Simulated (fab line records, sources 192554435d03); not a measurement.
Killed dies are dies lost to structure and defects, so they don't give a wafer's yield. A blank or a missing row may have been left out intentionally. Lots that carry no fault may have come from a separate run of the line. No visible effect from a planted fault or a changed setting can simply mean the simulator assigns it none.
Lot-split experiment :: flow n5_finfet :: route with 1938 steps; 7 lots, 21 wafers read

## ABOUT THE SPLIT
At N5_BEOL_M0_SAQP_PECVD_04 (deposits a-Si from SiH4/He, target thk 60 nm, time 60.2 s), the setting time_s was moved away from the recipe's 60.2 s on 9 of the 21 wafers read, by -10.3% to +13.2%. All remaining wafers had this setting at the recipe value.

## FROM THE SPLIT TO THE READING: what the file shows between them, 8 steps
- N5_BEOL_M0_SAQP_THK_MEAS_05
- N5_BEOL_M0_SAQP_HM_DEP_111: deposits SiO2 from SiH4/N2O, target thk 12 nm, time 7.2 s (also split here: time_s)
- N5_BEOL_M0_SAQP_COAT_81: time 60 s, resist thk 100 nm
- N5_BEOL_M0_SAQP_COAT_82: time 60 s, resist thk 30 nm
- N5_BEOL_M0_SAQP_ETCH_84: etches SOC in N2/H2, target depth 100 nm, overetch 20 nm, time 150 s
- N5_BEOL_M0_SAQP_STRIP_80: strips in N2/H2
- N5_BEOL_M0_SAQP_HM_OPEN_112: chemistry CHF3/O2, target SiO2, stops on a-Si, target depth 12 nm, time 13.5 s
- N5_BEOL_M0_SAQP_STRIP_113: strips in CHF3/O2

## THE READING
oes_product_au, in a.u., at N5_BEOL_M0_SAQP_MANDREL_ETCH_20 (etches a-Si in HBr/Cl2, stops on SiNx, target depth 60 nm, bt time 10 s, time 30 s). On this fab line, fault-free wafers typically give 0.775 a.u. with a standard deviation of 0.011 a.u.

wafer: L079.2
tool, chamber at the split: pecvd-02, 2
time_s as run, s: 63.81
against the recipe: +6.0%
oes_product_au, a.u.: 0.809
against lot-mates on the recipe: +0.023

wafer: L079.4
tool, chamber at the split: pecvd-02, 2
time_s as run, s: 60.2
against the recipe: recipe
oes_product_au, a.u.: 0.786
against lot-mates on the recipe: -

wafer: L079.5
tool, chamber at the split: pecvd-02, 1
time_s as run, s: 63.81
against the recipe: +6.0%
oes_product_au, a.u.: 0.816
against lot-mates on the recipe: +0.030

wafer: L080.1
tool, chamber at the split: pecvd-01, 0,2
time_s as run, s: 60.2
against the recipe: recipe
oes_product_au, a.u.: 0.788
against lot-mates on the recipe: -

wafer: L080.2
tool, chamber at the split: pecvd-01, 0,2
time_s as run, s: 60.2
against the recipe: recipe
oes_product_au, a.u.: 0.772
against lot-mates on the recipe: -

wafer: L080.6
tool, chamber at the split: pecvd-01, 2
time_s as run, s: 60.2
against the recipe: recipe
oes_product_au, a.u.: 0.783
against lot-mates on the recipe: -

wafer: L082.2
tool, chamber at the split: pecvd-01, 0
time_s as run, s: 60.2
against the recipe: recipe
oes_product_au, a.u.: 0.775
against lot-mates on the recipe: -

wafer: L082.4
tool, chamber at the split: pecvd-01, 1
time_s as run, s: 60.2
against the recipe: recipe
oes_product_au, a.u.: 0.769
against lot-mates on the recipe: -

wafer: L082.5
tool, chamber at the split: pecvd-01, 0
time_s as run, s: 54.65
against the recipe: -9.2%
oes_product_au, a.u.: 0.742
against lot-mates on the recipe: -0.030

wafer: L084.1
tool, chamber at the split: pecvd-02, 0
time_s as run, s: 60.2
against the recipe: recipe
oes_product_au, a.u.: 0.773
against lot-mates on the recipe: -

wafer: L084.4
tool, chamber at the split: pecvd-02, 1
time_s as run, s: 60.2
against the recipe: recipe
oes_product_au, a.u.: 0.763
against lot-mates on the recipe: -

wafer: L084.6
tool, chamber at the split: pecvd-02, 0
time_s as run, s: 68.14
against the recipe: +13.2%
oes_product_au, a.u.: 0.825
against lot-mates on the recipe: +0.057

wafer: L091.1
tool, chamber at the split: pecvd-03, 2
time_s as run, s: 54.02
against the recipe: -10.3%
oes_product_au, a.u.: 0.721
against lot-mates on the recipe: -0.064

wafer: L091.3
tool, chamber at the split: pecvd-03, 1
time_s as run, s: 54.02
against the recipe: -10.3%
oes_product_au, a.u.: 0.732
against lot-mates on the recipe: -0.053

wafer: L091.4
tool, chamber at the split: pecvd-03, 1
time_s as run, s: 60.2
against the recipe: recipe
oes_product_au, a.u.: 0.785
against lot-mates on the recipe: -

wafer: L092.1
tool, chamber at the split: pecvd-03, 0
time_s as run, s: 60.2
against the recipe: recipe
oes_product_au, a.u.: 0.777
against lot-mates on the recipe: -

wafer: L092.2
tool, chamber at the split: pecvd-03, 1
time_s as run, s: 60.2
against the recipe: recipe
oes_product_au, a.u.: 0.754
against lot-mates on the recipe: -

wafer: L092.5
tool, chamber at the split: pecvd-03, 1
time_s as run, s: 54.48
against the recipe: -9.5%
oes_product_au, a.u.: 0.731
against lot-mates on the recipe: -0.035

wafer: L097.2
tool, chamber at the split: pecvd-02, 0
time_s as run, s: 65.72
against the recipe: +9.2%
oes_product_au, a.u.: 0.818
against lot-mates on the recipe: +0.041

wafer: L097.5
tool, chamber at the split: pecvd-02, 1
time_s as run, s: 60.2
against the recipe: recipe
oes_product_au, a.u.: 0.777
against lot-mates on the recipe: -

wafer: L097.6
tool, chamber at the split: pecvd-02, 0
time_s as run, s: 65.72
against the recipe: +9.2%
oes_product_au, a.u.: 0.845
against lot-mates on the recipe: +0.068
The file does not say which wafer passed through which chamber wherever a row lists several chambers: such a row stands for several wafers.

THE FIT
A straight line over all 21 wafers: oes_product_au changes by +0.00482 a.u. for each +1% of time_s; r = +0.95; the points scatter about the line by 0.011 a.u.
The same after taking each lot's own level away (the mean of its wafers on the recipe; 21 wafers): +0.00484 a.u. for each +1%; r = +0.96; scatter 0.0094 a.u.
On that fit, the largest move of time_s shifts the reading by 0.064 a.u.
Across the lots, their own levels run from 0.7655 to 0.7860 a.u., a range of 1.9 times the standard deviation given above.
Hence the lot-to-lot level has little effect on the slope; both slopes agree.
Check: +0.0673 a.u. against its lot-mates is what the line predicts for one of the wafers moved furthest among these (+13.2%) when that wafer is left out of the fit. It came out at +0.057 a.u. against them.

## OTHER SPLITS APPLIED TO THESE WAFERS
These wafers also went through other splits before the reading. Each is held against what the fit with the lots' levels taken away leaves over:
other split on the same wafers: N5_MOL_CONTACT_COAG_ETCH_105 bias_w
wafers away from the commonest value: 8
r with oes_product_au (lot level and that fit taken away): -0.06

other split on the same wafers: N5_MOL_CONTACT_COAG_COAT_34 spin_rpm
wafers away from the commonest value: 7
r with oes_product_au (lot level and that fit taken away): -0.30

other split on the same wafers: N5_MOL_CONTACT_COAG_EXPOSE_37 dose_mj
wafers away from the commonest value: 8
r with oes_product_au (lot level and that fit taken away): +0.50

other split on the same wafers: N5_BEOL_M0_SAQP_HM_DEP_111 time_s
wafers away from the commonest value: 7
r with oes_product_au (lot level and that fit taken away): -0.07

## THE WHOLE CHAIN: every reading that the file lists as answering this split, in the file's order
step: N5_BEOL_M0_SAQP_PECVD_04
what it does: deposits a-Si from SiH4/He, target thk 60 nm, time 60.2 s
reading: a-Si_of_BEOL_M0_SAQP_PECVD_04.thk_nm (the simulator's own value, which no gauge read)
change (the file's fit): +0.574 nm for each +1% of the setting
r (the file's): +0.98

step: N5_BEOL_M0_SAQP_THK_MEAS_05
what it does: 
reading: thk_nm
change (the file's fit): withheld for each +1% of the setting
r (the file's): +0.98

step: N5_BEOL_M0_SAQP_MANDREL_ETCH_20
what it does: etches a-Si in HBr/Cl2, stops on SiNx, target depth 60 nm, bt time 10 s, time 30 s
reading: oes_product_au
change (the file's fit): +0.00452 a.u. for each +1% of the setting
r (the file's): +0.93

step: N5_BEOL_M0_SAQP_MANDREL_ETCH_20
what it does: etches a-Si in HBr/Cl2, stops on SiNx, target depth 60 nm, bt time 10 s, time 30 s
reading: etch.depth_nm (the simulator's own value, which no gauge read)
change (the file's fit): +0.569 nm for each +1% of the setting
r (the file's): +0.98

## FILE'S OWN FIT
oes_product_au changes by +0.00452 a.u. for each +1% of time_s, r = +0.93.
